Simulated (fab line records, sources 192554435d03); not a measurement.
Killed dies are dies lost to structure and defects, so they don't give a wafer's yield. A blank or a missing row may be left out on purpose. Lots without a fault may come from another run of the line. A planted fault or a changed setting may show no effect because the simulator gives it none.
One fault seen from 3 desks | flow n5_finfet | each desk has only its own numbers; what lay behind them comes last

THE TOOL OWNER'S DESK: rie_diel-04
The tool's own readings at N5_BEOL_M4_DESCUM_16 (chemistry O2, time 7 s): means of the sampled wafers that have a number, for each lot that ran on this tool. A lot is out of limits, marked OUT, if its mean lies more than 4 standard deviations from the usual mean; the brackets give that distance.
Columns: A = drypump_motor_current_A at N5_BEOL_M4_DESCUM_16, usual 5.8 A; B = oes_product_au at N5_BEOL_M4_DESCUM_16, usual 0.78 a.u.; C = rf_vpp_V at N5_BEOL_M4_DESCUM_16, usual 243.4 V; D = showerhead_plenum_p_Torr at N5_BEOL_M4_DESCUM_16, usual 2.10 Torr; E = throttle_valve_pct at N5_BEOL_M4_DESCUM_16, usual 20.40 %
lot  | first seen here | A   | B    | C     | D    | E
L688 | day 7 13:10     | 6.0 | 0.78 | 242.7 | 2.09 | 20.57
L691 | day 8 14:13     | 5.9 | 0.82 | 242.7 | 2.08 | 20.28
L692 | day 9 02:38     | 5.8 | 0.79 | 244.2 | 2.06 | 20.36
L694 | day 9 12:30     | 5.9 | 0.91 | 243.4 | 2.13 | 20.29
L695 | day 9 17:04     | 5.9 | 0.90 | 243.4 | 2.13 | 20.29
This desk's finding: nothing out of limits on any of the 5 lots.

THE METROLOGY DESK
What the gauges read, lot by lot, whatever tool the lot ran on: means of the sampled wafers that have a number. A lot is out of limits, marked OUT, if its mean lies more than 4 standard deviations from the usual mean; the brackets give that distance. Of its 12 readings 7 are shown: those that lie furthest out on some lot.
Columns: A = cd_nm at N5_BEOL_M4_CD_MEAS_11, usual 16.82 nm; B = DIBL_N at N5_BEOL_M4_RC_MEAS_101, usual 36.5 mV/V; C = IOFF_N at N5_BEOL_M4_RC_MEAS_101, usual 0.17 nA/um; D = ION_N at N5_BEOL_M4_RC_MEAS_101, usual 677 uA/um; E = SS_P at N5_BEOL_M4_RC_MEAS_101, usual 73.3 mV/dec; F = VT_N at N5_BEOL_M4_RC_MEAS_101, usual 249 mV; G = VT_P at N5_BEOL_M4_RC_MEAS_101, usual -250 mV
lot  | first seen here | A     | B    | C    | D   | E    | F   | G
L688 | day 7 12:59     | 16.77 | 38.5 | 0.21 | 691 | 74.1 | 242 | -251
L691 | day 8 14:06     | 16.93 | 35.6 | 0.14 | 678 | 73.3 | 252 | -252
L692 | day 9 02:27     | 16.93 | 36.1 | 0.16 | 677 | 73.2 | 248 | -248
L693 | day 9 10:34     | 16.85 | 36.6 | 0.17 | 686 | 73.4 | 248 | -248
L694 | day 9 12:22     | 16.85 | 36.7 | 0.16 | 681 | 73.3 | 248 | -250
L695 | day 9 16:47     | 16.35 | 37.0 | 0.17 | 671 | 73.8 | 246 | -250
L704 | day 11 23:19    | 16.70 | 38.4 | 0.22 | 694 | 73.8 | 244 | -246
This desk's finding: nothing out of limits on any of the 7 lots.

THE DEFECT DESK
What the inspections along the route counted, lot by lot: means of the sampled wafers that have a number. A lot is out of limits, marked OUT, if its mean lies more than 4 standard deviations from the usual mean; the brackets give that distance.
Columns: A = raw_defect_count at N5_BEOL_M4_INSPECT_13, usual 442
lot  | first seen here | A
L688 | day 7 13:04     | 412
L691 | day 8 14:11     | 427
L692 | day 9 02:32     | 555
L693 | day 9 10:40     | 236
L694 | day 9 12:28     | 617
L695 | day 9 16:52     | 486
L704 | day 11 23:25    | 648
This desk's finding: nothing out of limits on any of the 7 lots.

PUT TOGETHER
The tool owner's desk saw nothing out of limits.
The metrology desk saw nothing out of limits.
The defect desk saw nothing out of limits.

WHAT THE SIMULATOR HAD PUT IN
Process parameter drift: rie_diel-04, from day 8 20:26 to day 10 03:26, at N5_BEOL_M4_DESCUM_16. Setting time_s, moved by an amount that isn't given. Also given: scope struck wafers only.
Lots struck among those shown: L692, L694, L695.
